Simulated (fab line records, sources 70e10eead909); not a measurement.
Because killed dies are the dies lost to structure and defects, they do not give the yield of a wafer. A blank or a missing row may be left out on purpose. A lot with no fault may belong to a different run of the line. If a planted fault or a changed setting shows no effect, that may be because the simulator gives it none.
Struck lot and sound lot, side by side	flow nand_harc	15 steps out of a route of 1159
Sound: these wafers, L530.1, L530.4, L530.6. Wafers L534.2, L534.3, L534.4 were the ones struck. The cause is given at the end.
Each step with rows lists, per side, the tool, then ch with its chambers, then its first start. Under that, the readings that differ: sound wafers	struck wafers	difference of the means	sigmas: that difference in standard deviations of wafers without a fault.
alike: a reading whose means differ by less than 2 such deviations, as well as words and numbers matching on both sides. not compared: withheld readings; readings where some wafer has no value; bounds like >300 that might hide an equal value; numbers whose values overlap and for which the record gives no deviation.
Wherever a step has rows on one side only, a row that says differs or no value, or a row with sigmas, the two part there. Numbers that have no deviation but don't overlap get no sigmas and don't part them. A reading that every wafer of one side lacks parts them only if that side has two wafers or more.

first, 2 steps without rows for these wafers: NHARC_P_M0_DESCUM_14 (chemistry O2, time 3 s); NHARC_P_M0_ETCH_34 (etches the open film in N2/H2, target depth 40 nm, overetch 12 nm, time 43.94 s).
NHARC_P_M0_ETCH_15: etches the open film in C4F8/Ar, target depth 150 nm, overetch 15 nm, time 82.5 s.
  sound: rie_diel-01 ch 0,3; struck: rie_diel-03 ch 1,2,3
  alike: oes_product_au, rf_vpp_V
  not compared: rf_hours_counter_h
NHARC_P_M0_CD_MEAS_16:
  sound on cd_sem-03, day 6 13:13; struck on cd_sem-02, day 7 13:40
  alike: cd_nm
NHARC_P_M0_STRIP_18: strips in N2/H2.
  sound on rie_diel-13 ch 0,2,3, day 6 13:19; struck on rie_diel-01 ch 0,1,3, day 7 13:44
  alike: drypump_motor_current_A, n2_flow_sccm, oes_product_au, rf_vpp_V, showerhead_plenum_p_Torr, throttle_valve_pct
  not compared: rf_hours_counter_h
then, 2 steps without rows for these wafers: NHARC_P_M0_STRIP_19 (strips in post etch residue remover, time 600 s); NHARC_P_M0_DEGAS_28 (time 60 s).
NHARC_P_M0_PRE_CLEAN_29: time 30 s.
  sound on pvd_sputter-01; struck on pvd_sputter-02
  alike: heater_power_w
NHARC_P_M0_PVD_20: deposits TaN, target thk 5 nm, time 8.06 s.
  sound on pvd_sputter-01; struck on pvd_sputter-02
  alike: throttle_valve_pct
then, 2 steps without rows for these wafers: NHARC_P_M0_PVD_21 (deposits Cu, target thk 30 nm, time 20.49 s); NHARC_P_M0_ECD_22 (material Cu, target thk 400 nm).
NHARC_P_M0_ANNEAL_30: time 90 s.
  sound on rtp_anneal-01 ch 0, day 6 14:34; struck on rtp_anneal-01 ch 0, day 7 15:11
  alike: wafer_temp_C_max
NHARC_P_M0_CMP_23: polishes, t overpolish 20 s, target thk 117.53 nm.
  sound on cmp-03 ch 2,3, day 6 14:55; struck on cmp-02 ch 0,2,3, day 7 15:31
  no value came back on the struck wafers for edge_zone_pressure_frac, motor_current_A (A), time_to_endpoint_s (s); on the sound wafers edge_zone_pressure_frac reads 0.995 1.012 1.011
NHARC_P_M0_THK_MEAS_24: measures by xrf.
  sound on film_metro-01, day 6 15:14; struck on film_metro-02, day 7 15:49
reading	sound	struck	difference	sigmas
thk_nm (nm)	116.7 114.6 117.1	392.4 399.9 402.0	+282.0	+99 or more
then, 1 step without rows for these wafers: NHARC_P_M0_SRD_25.

## WHERE THEY PART
At NHARC_P_M0_CMP_23 first; at NHARC_P_M0_THK_MEAS_24 last (within this record only).

WHY: the cause the simulator had injected
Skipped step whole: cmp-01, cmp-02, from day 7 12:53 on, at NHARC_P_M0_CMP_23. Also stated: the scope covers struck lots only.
